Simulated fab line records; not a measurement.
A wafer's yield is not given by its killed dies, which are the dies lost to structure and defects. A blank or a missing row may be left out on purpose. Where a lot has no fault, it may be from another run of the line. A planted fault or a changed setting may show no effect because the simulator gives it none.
Which of the tools did it? || flow n5-finfet || Sampling: 13 lots, 39 wafers, 6 of 1938 route steps

WHAT EACH GAUGE READ, for each wafer
N5_SDB_CD_MEAS_11: target cd 50 nm. Usual: cd-nm reads 50.8 nm (standard deviation 1.4).
{"lot": "L337", "measured": "day 3 20:02", "on": "cd-sem-03", "cd-nm (nm)": "51.0 50.3 52.0", "flag": ""}
{"lot": "L338", "measured": "day 4 01:08", "on": "cd-sem-01", "cd-nm (nm)": "50.4 49.9 49.9", "flag": ""}
{"lot": "L340", "measured": "day 4 11:58", "on": "cd-sem-03", "cd-nm (nm)": "53.0 51.4 49.5", "flag": ""}
{"lot": "L343", "measured": "day 5 05:12", "on": "cd-sem-02", "cd-nm (nm)": "50.0 49.6 50.1", "flag": ""}
{"lot": "L344", "measured": "day 5 12:44", "on": "cd-sem-01", "cd-nm (nm)": "51.0 51.4 51.1", "flag": ""}
{"lot": "L349", "measured": "day 6 16:44", "on": "cd-sem-02", "cd-nm (nm)": "49.1 50.0 49.6", "flag": ""}
{"lot": "L354", "measured": "day 7 22:32", "on": "cd-sem-03", "cd-nm (nm)": "51.4 50.5 50.7", "flag": ""}
{"lot": "L355", "measured": "day 8 04:56", "on": "cd-sem-02", "cd-nm (nm)": "50.1 49.7 49.3", "flag": ""}
{"lot": "L356", "measured": "day 8 14:43", "on": "cd-sem-03", "cd-nm (nm)": "52.3 54.2 52.7", "flag": ""}
{"lot": "L339", "measured": "day 8 14:55", "on": "cd-sem-02", "cd-nm (nm)": "52.9 51.7 52.3", "flag": ""}
{"lot": "L357", "measured": "day 9 00:33", "on": "cd-sem-03", "cd-nm (nm)": "49.7 50.4 50.6", "flag": ""}
{"lot": "L360", "measured": "day 9 12:14", "on": "cd-sem-02", "cd-nm (nm)": "49.1 48.3 49.1", "flag": ""}
{"lot": "L359", "measured": "day 9 13:11", "on": "cd-sem-02", "cd-nm (nm)": "51.0 50.1 49.8", "flag": ""}

N5_BEOL_M4_RC_MEAS_101. Usual: DIBL_N 36.1 mV/V, standard deviation 1.6; DIBL_P 35.7 mV/V, standard deviation 1.8; IOFF_N 0.159 nA/um, standard deviation 0.027; IOFF_P 0.21 nA/um, standard deviation 0.03; ION_N 673 uA/um, standard deviation 10; ION_P 462 uA/um, standard deviation 7.4; SS_N 71.4 mV/dec, standard deviation 0.56; SS_P 73.2 mV/dec, standard deviation 0.61; VT_N 249.7 mV, standard deviation 3; VT_P -250 mV, standard deviation 3.1.
{"lot": "L337", "measured": "day 7 22:14", "on": "prober-01", "DIBL_N (mV/V)": "33.2 34.0 32.9", "DIBL_P (mV/V)": "33.2 35.0 32.9", "IOFF_N (nA/um)": "0.118 0.134 0.122", "IOFF_P (nA/um)": "0.19 0.22 0.19", "ION_N (uA/um)": "664 661 661", "ION_P (uA/um)": "460 466 459", "SS_N (mV/dec)": "70.7 71.5 71.3", "SS_P (mV/dec)": "72.6 73.1 72.2", "VT_N (mV)": "253.6 251.4 250.9", "VT_P (mV)": "-248 -249 -250", "flag": ""}
{"lot": "L338", "measured": "day 8 03:34", "on": "prober-01", "DIBL_N (mV/V)": "37.4 34.4 35.2", "DIBL_P (mV/V)": "38.9 35.6 35.5", "IOFF_N (nA/um)": "0.206 0.145 0.154", "IOFF_P (nA/um)": "0.25 0.19 0.19", "ION_N (uA/um)": "692 676 664", "ION_P (uA/um)": "463 462 451", "SS_N (mV/dec)": "72.8 71.5 71.9", "SS_P (mV/dec)": "74.3 73.1 72.6", "VT_N (mV)": "244.1 248.1 248.0", "VT_P (mV)": "-251 -254 -255", "flag": ""}
{"lot": "L340", "measured": "day 8 15:06", "on": "prober-02", "DIBL_N (mV/V)": "33.5 35.2 37.1", "DIBL_P (mV/V)": "30.8 33.0 34.6", "IOFF_N (nA/um)": "0.133 0.156 0.187", "IOFF_P (nA/um)": "0.20 0.23 0.26", "ION_N (uA/um)": "683 686 677", "ION_P (uA/um)": "480 476 471", "SS_N (mV/dec)": "70.9 70.7 72.3", "SS_P (mV/dec)": "72.1 72.6 73.4", "VT_N (mV)": "249.5 249.5 245.7", "VT_P (mV)": "-248 -246 -244", "flag": ""}
{"lot": "L343", "measured": "day 9 06:56", "on": "prober-02", "DIBL_N (mV/V)": "36.3 36.4 36.9", "DIBL_P (mV/V)": "36.8 36.8 38.2", "IOFF_N (nA/um)": "0.176 0.164 0.171", "IOFF_P (nA/um)": "0.18 0.18 0.22", "ION_N (uA/um)": "673 676 683", "ION_P (uA/um)": "447 449 455", "SS_N (mV/dec)": "72.0 72.0 72.6", "SS_P (mV/dec)": "73.6 73.6 73.5", "VT_N (mV)": "248.2 250.7 250.2", "VT_P (mV)": "-254 -252 -252", "flag": ""}
{"lot": "L344", "measured": "day 9 07:34", "on": "prober-01", "DIBL_N (mV/V)": "38.1 35.9 37.8", "DIBL_P (mV/V)": "35.7 33.7 36.1", "IOFF_N (nA/um)": "0.166 0.131 0.174", "IOFF_P (nA/um)": "0.20 0.18 0.21", "ION_N (uA/um)": "666 671 684", "ION_P (uA/um)": "453 460 466", "SS_N (mV/dec)": "71.7 71.0 72.0", "SS_P (mV/dec)": "73.3 72.3 73.2", "VT_N (mV)": "248.8 252.3 247.9", "VT_P (mV)": "-252 -249 -250", "flag": ""}
{"lot": "L349", "measured": "day 10 21:25", "on": "prober-01", "DIBL_N (mV/V)": "38.7 37.7 36.6", "DIBL_P (mV/V)": "37.3 36.7 34.5", "IOFF_N (nA/um)": "0.185 0.170 0.151", "IOFF_P (nA/um)": "0.24 0.22 0.19", "ION_N (uA/um)": "683 676 654", "ION_P (uA/um)": "466 463 450", "SS_N (mV/dec)": "71.8 71.8 71.3", "SS_P (mV/dec)": "73.4 74.3 73.6", "VT_N (mV)": "248.5 249.2 253.6", "VT_P (mV)": "-250 -248 -251", "flag": ""}
{"lot": "L354", "measured": "day 12 12:33", "on": "prober-02", "DIBL_N (mV/V)": "35.1 38.1 35.5", "DIBL_P (mV/V)": "36.0 38.5 36.5", "IOFF_N (nA/um)": "0.152 0.243 0.172", "IOFF_P (nA/um)": "0.20 0.25 0.20", "ION_N (uA/um)": "684 688 685", "ION_P (uA/um)": "468 466 461", "SS_N (mV/dec)": "71.3 72.3 72.0", "SS_P (mV/dec)": "72.8 73.2 72.8", "VT_N (mV)": "249.8 242.1 246.1", "VT_P (mV)": "-252 -249 -249", "flag": ""}
{"lot": "L355", "measured": "day 12 17:29", "on": "prober-01", "DIBL_N (mV/V)": "35.4 38.7 39.3", "DIBL_P (mV/V)": "35.2 38.5 38.7", "IOFF_N (nA/um)": "0.131 0.195 0.200", "IOFF_P (nA/um)": "0.18 0.23 0.23", "ION_N (uA/um)": "675 679 686", "ION_P (uA/um)": "462 463 466", "SS_N (mV/dec)": "70.7 71.5 71.9", "SS_P (mV/dec)": "72.7 74.0 74.1", "VT_N (mV)": "249.4 246.7 248.2", "VT_P (mV)": "-251 -249 -246", "flag": ""}
{"lot": "L356", "measured": "day 12 18:56", "on": "prober-02", "DIBL_N (mV/V)": "37.5 34.7 36.6", "DIBL_P (mV/V)": "34.8 31.6 34.2", "IOFF_N (nA/um)": "0.156 0.118 0.154", "IOFF_P (nA/um)": "0.19 0.15 0.19", "ION_N (uA/um)": "660 643 677", "ION_P (uA/um)": "450 447 460", "SS_N (mV/dec)": "71.6 71.4 70.9", "SS_P (mV/dec)": "73.1 72.4 73.1", "VT_N (mV)": "251.8 254.1 250.6", "VT_P (mV)": "-251 -255 -256", "flag": ""}
{"lot": "L339", "measured": "day 13 19:43", "on": "prober-02", "DIBL_N (mV/V)": "35.2 34.6 35.8", "DIBL_P (mV/V)": "36.1 35.4 36.3", "IOFF_N (nA/um)": "0.172 0.143 0.170", "IOFF_P (nA/um)": "0.23 0.23 0.24", "ION_N (uA/um)": "691 664 680", "ION_P (uA/um)": "479 471 468", "SS_N (mV/dec)": "71.9 71.3 71.6", "SS_P (mV/dec)": "73.7 73.3 74.1", "VT_N (mV)": "247.3 251.2 250.4", "VT_P (mV)": "-247 -246 -246", "flag": ""}
{"lot": "L357", "measured": "day 13 17:08", "on": "prober-01", "DIBL_N (mV/V)": "34.9 35.7 36.4", "DIBL_P (mV/V)": "34.5 36.9 37.7", "IOFF_N (nA/um)": "0.122 0.148 0.163", "IOFF_P (nA/um)": "0.17 0.21 0.21", "ION_N (uA/um)": "666 683 683", "ION_P (uA/um)": "455 467 465", "SS_N (mV/dec)": "71.1 70.8 71.6", "SS_P (mV/dec)": "73.3 73.6 73.8", "VT_N (mV)": "253.6 250.6 250.1", "VT_P (mV)": "-252 -250 -251", "flag": ""}
{"lot": "L360", "measured": "day 14 16:55", "on": "prober-02", "DIBL_N (mV/V)": "34.9 40.0 37.2", "DIBL_P (mV/V)": "33.0 39.2 35.1", "IOFF_N (nA/um)": "0.124 0.210 0.147", "IOFF_P (nA/um)": "0.19 0.30 0.23", "ION_N (uA/um)": "667 684 675", "ION_P (uA/um)": "465 473 478", "SS_N (mV/dec)": "70.6 71.4 70.6", "SS_P (mV/dec)": "72.9 75.1 73.6", "VT_N (mV)": "250.1 246.3 249.8", "VT_P (mV)": "-249 -246 -248", "flag": ""}
{"lot": "L359", "measured": "day 15 05:43", "on": "prober-01", "DIBL_N (mV/V)": "35.2 34.7 36.7", "DIBL_P (mV/V)": "34.8 33.7 36.9", "IOFF_N (nA/um)": "0.156 0.139 0.201", "IOFF_P (nA/um)": "0.22 0.20 0.26", "ION_N (uA/um)": "662 670 694", "ION_P (uA/um)": "460 468 482", "SS_N (mV/dec)": "71.1 70.9 71.0", "SS_P (mV/dec)": "73.1 72.1 73.1", "VT_N (mV)": "247.2 251.6 243.3", "VT_P (mV)": "-244 -245 -242", "flag": ""}

WHICH TOOL RAN EACH LOT (tool, then ch and the chambers of the sampled wafers, then the start)
{"lot": "L337", "N5_SDB_HM_DEP_00": "pecvd-01 ch 1,2, day 3 19:35", "N5_SDB_DESCUM_16": "rie-diel-03 ch 0,3, day 3 20:28", "N5_SDB_HM_OPEN_20": "rie-diel-03 ch 0,3, day 3 20:42", "N5_SDB_STRIP_22": "plasma-asher-02 ch 0,1, day 3 20:47"}
{"lot": "L338", "N5_SDB_HM_DEP_00": "pecvd-02 ch 1,2, day 4 00:48", "N5_SDB_DESCUM_16": "rie-diel-01 ch 0,2,3, day 4 01:13", "N5_SDB_HM_OPEN_20": "rie-diel-01 ch 0,2,3, day 4 01:26", "N5_SDB_STRIP_22": "plasma-asher-01 ch 1, day 4 01:31"}
{"lot": "L340", "N5_SDB_HM_DEP_00": "pecvd-02 ch 0,2, day 4 11:39", "N5_SDB_DESCUM_16": "rie-diel-06 ch 0,2,3, day 4 12:04", "N5_SDB_HM_OPEN_20": "rie-diel-06 ch 0,2,3, day 4 12:17", "N5_SDB_STRIP_22": "plasma-asher-02 ch 0,1, day 4 12:22"}
{"lot": "L343", "N5_SDB_HM_DEP_00": "pecvd-02 ch 1,2, day 5 04:45", "N5_SDB_DESCUM_16": "rie-diel-01 ch 1,2,3, day 5 05:17", "N5_SDB_HM_OPEN_20": "rie-diel-01 ch 1,2,3, day 5 05:31", "N5_SDB_STRIP_22": "plasma-asher-02 ch 0,1, day 5 05:36"}
{"lot": "L344", "N5_SDB_HM_DEP_00": "pecvd-01 ch 0,2, day 5 12:17", "N5_SDB_DESCUM_16": "rie-diel-06 ch 1,2,3, day 5 12:52", "N5_SDB_HM_OPEN_20": "rie-diel-06 ch 1,2,3, day 5 13:06", "N5_SDB_STRIP_22": "plasma-asher-02 ch 0,1, day 5 13:13"}
{"lot": "L349", "N5_SDB_HM_DEP_00": "pecvd-04 ch 0,1,2, day 6 16:24", "N5_SDB_DESCUM_16": "rie-diel-03 ch 0,1,2, day 6 16:50", "N5_SDB_HM_OPEN_20": "rie-diel-03 ch 0,1,2, day 6 17:04", "N5_SDB_STRIP_22": "plasma-asher-01 ch 0,1, day 6 17:08"}
{"lot": "L354", "N5_SDB_HM_DEP_00": "pecvd-04 ch 0,1, day 7 22:04", "N5_SDB_DESCUM_16": "rie-diel-06 ch 0,1,2, day 7 22:37", "N5_SDB_HM_OPEN_20": "rie-diel-06 ch 0,1,2, day 7 22:51", "N5_SDB_STRIP_22": "plasma-asher-02 ch 0,1, day 7 22:56"}
{"lot": "L355", "N5_SDB_HM_DEP_00": "pecvd-01 ch 0,1, day 8 04:37", "N5_SDB_DESCUM_16": "rie-diel-01 ch 1,2,3, day 8 05:02", "N5_SDB_HM_OPEN_20": "rie-diel-01 ch 1,2,3, day 8 05:16", "N5_SDB_STRIP_22": "plasma-asher-02 ch 0,1, day 8 05:20"}
{"lot": "L356", "N5_SDB_HM_DEP_00": "pecvd-01 ch 0,1, day 8 14:23", "N5_SDB_DESCUM_16": "rie-diel-06 ch 0,1,2, day 8 15:15", "N5_SDB_HM_OPEN_20": "rie-diel-06 ch 0,1,2, day 8 15:29", "N5_SDB_STRIP_22": "plasma-asher-01 ch 0,1, day 8 15:34"}
{"lot": "L339", "N5_SDB_HM_DEP_00": "pecvd-04 ch 1,2, day 8 14:35", "N5_SDB_DESCUM_16": "rie-diel-06 ch 0,1,2, day 8 15:35", "N5_SDB_HM_OPEN_20": "rie-diel-06 ch 0,1,2, day 8 15:49", "N5_SDB_STRIP_22": "plasma-asher-01 ch 0,1, day 8 15:53"}
{"lot": "L357", "N5_SDB_HM_DEP_00": "pecvd-01 ch 0,1,2, day 9 00:15", "N5_SDB_DESCUM_16": "rie-diel-01 ch 0,1, day 9 00:54", "N5_SDB_HM_OPEN_20": "rie-diel-01 ch 0,1, day 9 01:08", "N5_SDB_STRIP_22": "plasma-asher-02 ch 0,1, day 9 01:16"}
{"lot": "L360", "N5_SDB_HM_DEP_00": "pecvd-04 ch 1,2, day 9 11:55", "N5_SDB_DESCUM_16": "rie-diel-06 ch 0,1,3, day 9 12:20", "N5_SDB_HM_OPEN_20": "rie-diel-06 ch 0,1,3, day 9 12:34", "N5_SDB_STRIP_22": "plasma-asher-02 ch 0,1, day 9 12:38"}
{"lot": "L359", "N5_SDB_HM_DEP_00": "pecvd-01 ch 1,2, day 9 12:44", "N5_SDB_DESCUM_16": "rie-diel-03 ch 1,2,3, day 9 13:16", "N5_SDB_HM_OPEN_20": "rie-diel-03 ch 1,2,3, day 9 13:30", "N5_SDB_STRIP_22": "plasma-asher-02 ch 0,1, day 9 13:35"}
- N5_SDB_HM_DEP_00: deposits SiNx from SiH4/NH3/N2, target thk 40 nm, time 35.3 s.
- N5_SDB_DESCUM_16: chemistry O2, time 7.9 s.
- N5_SDB_HM_OPEN_20: chemistry CH3F/O2, target SiNx, stops on poly-Si, target depth 24 nm.
- N5_SDB_STRIP_22: strips in N2/H2.

AS READ BY THE TOOLS THEMSELVES (means over the sampled wafers that have a number; for cases with no such wafer, the mark the record gives instead)
N5_SDB_HM_DEP_00. Usual: heater-power-w 755 W, standard deviation 92; showerhead-plenum-p-Torr 5.14 Torr, standard deviation 0.066; throttle-valve-pct 38.9 %, standard deviation 1.9.
{"lot": "L337", "tool": "pecvd-01", "heater-power-w (W)": 668, "showerhead-plenum-p-Torr (Torr)": 5.07, "throttle-valve-pct (%)": 37.2, "flag": ""}
{"lot": "L338", "tool": "pecvd-02", "heater-power-w (W)": 738, "showerhead-plenum-p-Torr (Torr)": 5.12, "throttle-valve-pct (%)": 38.6, "flag": ""}
{"lot": "L340", "tool": "pecvd-02", "heater-power-w (W)": 714, "showerhead-plenum-p-Torr (Torr)": 5.12, "throttle-valve-pct (%)": 37.4, "flag": ""}
{"lot": "L343", "tool": "pecvd-02", "heater-power-w (W)": 728, "showerhead-plenum-p-Torr (Torr)": 5.12, "throttle-valve-pct (%)": 38.6, "flag": ""}
{"lot": "L344", "tool": "pecvd-01", "heater-power-w (W)": 674, "showerhead-plenum-p-Torr (Torr)": 5.11, "throttle-valve-pct (%)": 37.3, "flag": ""}
{"lot": "L349", "tool": "pecvd-04", "heater-power-w (W)": 848, "showerhead-plenum-p-Torr (Torr)": 5.13, "throttle-valve-pct (%)": 39.1, "flag": ""}
{"lot": "L354", "tool": "pecvd-04", "heater-power-w (W)": 798, "showerhead-plenum-p-Torr (Torr)": 5.15, "throttle-valve-pct (%)": 39.4, "flag": ""}
{"lot": "L355", "tool": "pecvd-01", "heater-power-w (W)": 717, "showerhead-plenum-p-Torr (Torr)": 5.22, "throttle-valve-pct (%)": 40.9, "flag": ""}
{"lot": "L356", "tool": "pecvd-01", "heater-power-w (W)": 650, "showerhead-plenum-p-Torr (Torr)": 5.22, "throttle-valve-pct (%)": 40.7, "flag": ""}
{"lot": "L339", "tool": "pecvd-04", "heater-power-w (W)": 874, "showerhead-plenum-p-Torr (Torr)": 5.14, "throttle-valve-pct (%)": 37.9, "flag": ""}
{"lot": "L357", "tool": "pecvd-01", "heater-power-w (W)": 665, "showerhead-plenum-p-Torr (Torr)": 5.15, "throttle-valve-pct (%)": 39.1, "flag": ""}
{"lot": "L360", "tool": "pecvd-04", "heater-power-w (W)": 851, "showerhead-plenum-p-Torr (Torr)": 5.13, "throttle-valve-pct (%)": 37.2, "flag": ""}
{"lot": "L359", "tool": "pecvd-01", "heater-power-w (W)": 727, "showerhead-plenum-p-Torr (Torr)": 5.10, "throttle-valve-pct (%)": 38.8, "flag": ""}

N5_SDB_DESCUM_16. Usual: drypump-motor-current-A 5.58 A, standard deviation 0.3; oes-product-au 0.78 a.u., standard deviation 0.076; rf-vpp-V 243.6 V, standard deviation 1.2; showerhead-plenum-p-Torr 2.12 Torr, standard deviation 0.068; throttle-valve-pct 20.5 %, standard deviation 0.36.
{"lot": "L337", "tool": "rie-diel-03", "drypump-motor-current-A (A)": 5.25, "oes-product-au (a.u.)": 0.73, "rf-vpp-V (V)": 244.1, "showerhead-plenum-p-Torr (Torr)": 2.15, "throttle-valve-pct (%)": 20.8, "flag": ""}
{"lot": "L338", "tool": "rie-diel-01", "drypump-motor-current-A (A)": 5.62, "oes-product-au (a.u.)": 0.86, "rf-vpp-V (V)": 244.0, "showerhead-plenum-p-Torr (Torr)": 2.16, "throttle-valve-pct (%)": 20.3, "flag": ""}
{"lot": "L340", "tool": "rie-diel-06", "drypump-motor-current-A (A)": 5.52, "oes-product-au (a.u.)": 0.83, "rf-vpp-V (V)": 243.7, "showerhead-plenum-p-Torr (Torr)": 2.11, "throttle-valve-pct (%)": 20.4, "flag": ""}
{"lot": "L343", "tool": "rie-diel-01", "drypump-motor-current-A (A)": 5.55, "oes-product-au (a.u.)": 0.80, "rf-vpp-V (V)": 243.9, "showerhead-plenum-p-Torr (Torr)": 2.13, "throttle-valve-pct (%)": 20.5, "flag": ""}
{"lot": "L344", "tool": "rie-diel-06", "drypump-motor-current-A (A)": 5.42, "oes-product-au (a.u.)": 0.76, "rf-vpp-V (V)": 243.6, "showerhead-plenum-p-Torr (Torr)": 2.15, "throttle-valve-pct (%)": 20.6, "flag": ""}
{"lot": "L349", "tool": "rie-diel-03", "drypump-motor-current-A (A)": 5.80, "oes-product-au (a.u.)": 0.74, "rf-vpp-V (V)": 244.6, "showerhead-plenum-p-Torr (Torr)": 2.14, "throttle-valve-pct (%)": 20.7, "flag": ""}
{"lot": "L354", "tool": "rie-diel-06", "drypump-motor-current-A (A)": 5.69, "oes-product-au (a.u.)": 0.79, "rf-vpp-V (V)": 242.7, "showerhead-plenum-p-Torr (Torr)": 2.08, "throttle-valve-pct (%)": 20.4, "flag": ""}
{"lot": "L355", "tool": "rie-diel-01", "drypump-motor-current-A (A)": 5.55, "oes-product-au (a.u.)": 0.78, "rf-vpp-V (V)": 243.9, "showerhead-plenum-p-Torr (Torr)": 2.13, "throttle-valve-pct (%)": 20.5, "flag": ""}
{"lot": "L356", "tool": "rie-diel-06", "drypump-motor-current-A (A)": 5.70, "oes-product-au (a.u.)": 0.78, "rf-vpp-V (V)": 243.0, "showerhead-plenum-p-Torr (Torr)": 2.08, "throttle-valve-pct (%)": 20.4, "flag": ""}
{"lot": "L339", "tool": "rie-diel-06", "drypump-motor-current-A (A)": 5.67, "oes-product-au (a.u.)": 0.78, "rf-vpp-V (V)": 243.7, "showerhead-plenum-p-Torr (Torr)": 2.08, "throttle-valve-pct (%)": 20.4, "flag": ""}
{"lot": "L357", "tool": "rie-diel-01", "drypump-motor-current-A (A)": 5.56, "oes-product-au (a.u.)": 0.79, "rf-vpp-V (V)": 244.8, "showerhead-plenum-p-Torr (Torr)": 2.19, "throttle-valve-pct (%)": 20.4, "flag": ""}
{"lot": "L360", "tool": "rie-diel-06", "drypump-motor-current-A (A)": 5.54, "oes-product-au (a.u.)": 0.73, "rf-vpp-V (V)": 243.3, "showerhead-plenum-p-Torr (Torr)": 2.10, "throttle-valve-pct (%)": 20.6, "flag": ""}
{"lot": "L359", "tool": "rie-diel-03", "drypump-motor-current-A (A)": 5.73, "oes-product-au (a.u.)": 0.73, "rf-vpp-V (V)": 243.5, "showerhead-plenum-p-Torr (Torr)": 2.11, "throttle-valve-pct (%)": 20.6, "flag": ""}

N5_SDB_HM_OPEN_20. Usual: bias-w 73.01 W, standard deviation 0.23; drypump-motor-current-A 5.58 A, standard deviation 0.3; oes-product-au 0.65 a.u., standard deviation 0.057; rf-vpp-V 295 V, standard deviation 6.2; showerhead-plenum-p-Torr 2.03 Torr, standard deviation 0.058; throttle-valve-pct 16.4 %, standard deviation 0.33.
{"lot": "L337", "tool": "rie-diel-03", "bias-w (W)": 73.14, "drypump-motor-current-A (A)": 5.25, "oes-product-au (a.u.)": 0.61, "rf-vpp-V (V)": 297, "showerhead-plenum-p-Torr (Torr)": 2.06, "throttle-valve-pct (%)": 16.7, "flag": ""}
{"lot": "L338", "tool": "rie-diel-01", "bias-w (W)": 72.80, "drypump-motor-current-A (A)": 5.65, "oes-product-au (a.u.)": 0.70, "rf-vpp-V (V)": 299, "showerhead-plenum-p-Torr (Torr)": 2.05, "throttle-valve-pct (%)": 16.1, "flag": ""}
{"lot": "L340", "tool": "rie-diel-06", "bias-w (W)": 73.03, "drypump-motor-current-A (A)": 5.51, "oes-product-au (a.u.)": 0.67, "rf-vpp-V (V)": 293, "showerhead-plenum-p-Torr (Torr)": 2.02, "throttle-valve-pct (%)": 16.4, "flag": ""}
{"lot": "L343", "tool": "rie-diel-01", "bias-w (W)": 72.88, "drypump-motor-current-A (A)": 5.54, "oes-product-au (a.u.)": 0.66, "rf-vpp-V (V)": 299, "showerhead-plenum-p-Torr (Torr)": 2.04, "throttle-valve-pct (%)": 16.4, "flag": ""}
{"lot": "L344", "tool": "rie-diel-06", "bias-w (W)": 72.93, "drypump-motor-current-A (A)": 5.42, "oes-product-au (a.u.)": 0.63, "rf-vpp-V (V)": 292, "showerhead-plenum-p-Torr (Torr)": 2.06, "throttle-valve-pct (%)": 16.6, "flag": ""}
{"lot": "L349", "tool": "rie-diel-03", "bias-w (W)": 72.96, "drypump-motor-current-A (A)": 5.76, "oes-product-au (a.u.)": 0.61, "rf-vpp-V (V)": 301, "showerhead-plenum-p-Torr (Torr)": 2.02, "throttle-valve-pct (%)": 16.5, "flag": ""}
{"lot": "L354", "tool": "rie-diel-06", "bias-w (W)": 73.25, "drypump-motor-current-A (A)": 5.69, "oes-product-au (a.u.)": 0.64, "rf-vpp-V (V)": 295, "showerhead-plenum-p-Torr (Torr)": 2.00, "throttle-valve-pct (%)": 16.4, "flag": ""}
{"lot": "L355", "tool": "rie-diel-01", "bias-w (W)": 73.02, "drypump-motor-current-A (A)": 5.54, "oes-product-au (a.u.)": 0.64, "rf-vpp-V (V)": 299, "showerhead-plenum-p-Torr (Torr)": 2.03, "throttle-valve-pct (%)": 16.4, "flag": ""}
{"lot": "L356", "tool": "rie-diel-06", "bias-w (W)": 73.10, "drypump-motor-current-A (A)": 5.70, "oes-product-au (a.u.)": 0.65, "rf-vpp-V (V)": 295, "showerhead-plenum-p-Torr (Torr)": 1.99, "throttle-valve-pct (%)": 16.4, "flag": ""}
{"lot": "L339", "tool": "rie-diel-06", "bias-w (W)": 73.18, "drypump-motor-current-A (A)": 5.69, "oes-product-au (a.u.)": 0.65, "rf-vpp-V (V)": 295, "showerhead-plenum-p-Torr (Torr)": 1.99, "throttle-valve-pct (%)": 16.4, "flag": ""}
{"lot": "L357", "tool": "rie-diel-01", "bias-w (W)": 72.73, "drypump-motor-current-A (A)": 5.55, "oes-product-au (a.u.)": 0.65, "rf-vpp-V (V)": 298, "showerhead-plenum-p-Torr (Torr)": 2.08, "throttle-valve-pct (%)": 16.3, "flag": ""}
{"lot": "L360", "tool": "rie-diel-06", "bias-w (W)": 72.97, "drypump-motor-current-A (A)": 5.56, "oes-product-au (a.u.)": 0.61, "rf-vpp-V (V)": 288, "showerhead-plenum-p-Torr (Torr)": 2.02, "throttle-valve-pct (%)": 16.5, "flag": ""}
{"lot": "L359", "tool": "rie-diel-03", "bias-w (W)": 73.12, "drypump-motor-current-A (A)": 5.72, "oes-product-au (a.u.)": 0.60, "rf-vpp-V (V)": 300, "showerhead-plenum-p-Torr (Torr)": 2.00, "throttle-valve-pct (%)": 16.4, "flag": ""}

N5_SDB_STRIP_22. Usual: drypump-motor-current-A 5.74 A, standard deviation 0.14; heater-power-w 359 W, standard deviation 20; oes-product-au 0.715 a.u., standard deviation 0.0049; strip-time-to-endpoint-s 96.3 s, standard deviation 0.39.
{"lot": "L337", "tool": "plasma-asher-02", "drypump-motor-current-A (A)": 5.66, "heater-power-w (W)": 354, "oes-product-au (a.u.)": 0.711, "strip-time-to-endpoint-s (s)": 96.7, "flag": ""}
{"lot": "L338", "tool": "plasma-asher-01", "drypump-motor-current-A (A)": 5.64, "heater-power-w (W)": 331, "oes-product-au (a.u.)": 0.717, "strip-time-to-endpoint-s (s)": 96.1, "flag": ""}
{"lot": "L340", "tool": "plasma-asher-02", "drypump-motor-current-A (A)": 5.68, "heater-power-w (W)": 364, "oes-product-au (a.u.)": 0.714, "strip-time-to-endpoint-s (s)": 96.0, "flag": ""}
{"lot": "L343", "tool": "plasma-asher-02", "drypump-motor-current-A (A)": 5.67, "heater-power-w (W)": 351, "oes-product-au (a.u.)": 0.715, "strip-time-to-endpoint-s (s)": 96.2, "flag": ""}
{"lot": "L344", "tool": "plasma-asher-02", "drypump-motor-current-A (A)": 5.66, "heater-power-w (W)": 360, "oes-product-au (a.u.)": 0.716, "strip-time-to-endpoint-s (s)": 97.3, "flag": ""}
{"lot": "L349", "tool": "plasma-asher-01", "drypump-motor-current-A (A)": 5.82, "heater-power-w (W)": 373, "oes-product-au (a.u.)": 0.717, "strip-time-to-endpoint-s (s)": 96.5, "flag": ""}
{"lot": "L354", "tool": "plasma-asher-02", "drypump-motor-current-A (A)": 5.66, "heater-power-w (W)": 356, "oes-product-au (a.u.)": 0.715, "strip-time-to-endpoint-s (s)": 96.2, "flag": ""}
{"lot": "L355", "tool": "plasma-asher-02", "drypump-motor-current-A (A)": 5.76, "heater-power-w (W)": 355, "oes-product-au (a.u.)": 0.719, "strip-time-to-endpoint-s (s)": 96.4, "flag": ""}
{"lot": "L356", "tool": "plasma-asher-01", "drypump-motor-current-A (A)": 5.77, "heater-power-w (W)": 368, "oes-product-au (a.u.)": 0.712, "strip-time-to-endpoint-s (s)": 96.6, "flag": ""}
{"lot": "L339", "tool": "plasma-asher-01", "drypump-motor-current-A (A)": 5.73, "heater-power-w (W)": 352, "oes-product-au (a.u.)": 0.711, "strip-time-to-endpoint-s (s)": 96.6, "flag": ""}
{"lot": "L357", "tool": "plasma-asher-02", "drypump-motor-current-A (A)": 5.74, "heater-power-w (W)": 358, "oes-product-au (a.u.)": 0.717, "strip-time-to-endpoint-s (s)": 96.2, "flag": ""}
{"lot": "L360", "tool": "plasma-asher-02", "drypump-motor-current-A (A)": 5.74, "heater-power-w (W)": 356, "oes-product-au (a.u.)": 0.717, "strip-time-to-endpoint-s (s)": 96.4, "flag": ""}
{"lot": "L359", "tool": "plasma-asher-02", "drypump-motor-current-A (A)": 5.77, "heater-power-w (W)": 358, "oes-product-au (a.u.)": 0.718, "strip-time-to-endpoint-s (s)": 96.6, "flag": ""}

THE ANSWER, worked out from the rows above alone
Rule: lot off if the mean of its wafers having a number is beyond 3 standard deviations from the usual mean. Also off: a lot with no number at a reading for which 4 or more lots have one. Any other lot the step has rows for is counted as sound. After the gauges, taken in route order, come the tools' own readings; for these a lot's mean is taken, as printed above. At the first step where some lot is off, the reading lying furthest off is the one used; lots without a number count as furthest.
No lot is off at any reading shown: from this, nothing can be told.

WHAT THE SIMULATOR HAD PUT IN
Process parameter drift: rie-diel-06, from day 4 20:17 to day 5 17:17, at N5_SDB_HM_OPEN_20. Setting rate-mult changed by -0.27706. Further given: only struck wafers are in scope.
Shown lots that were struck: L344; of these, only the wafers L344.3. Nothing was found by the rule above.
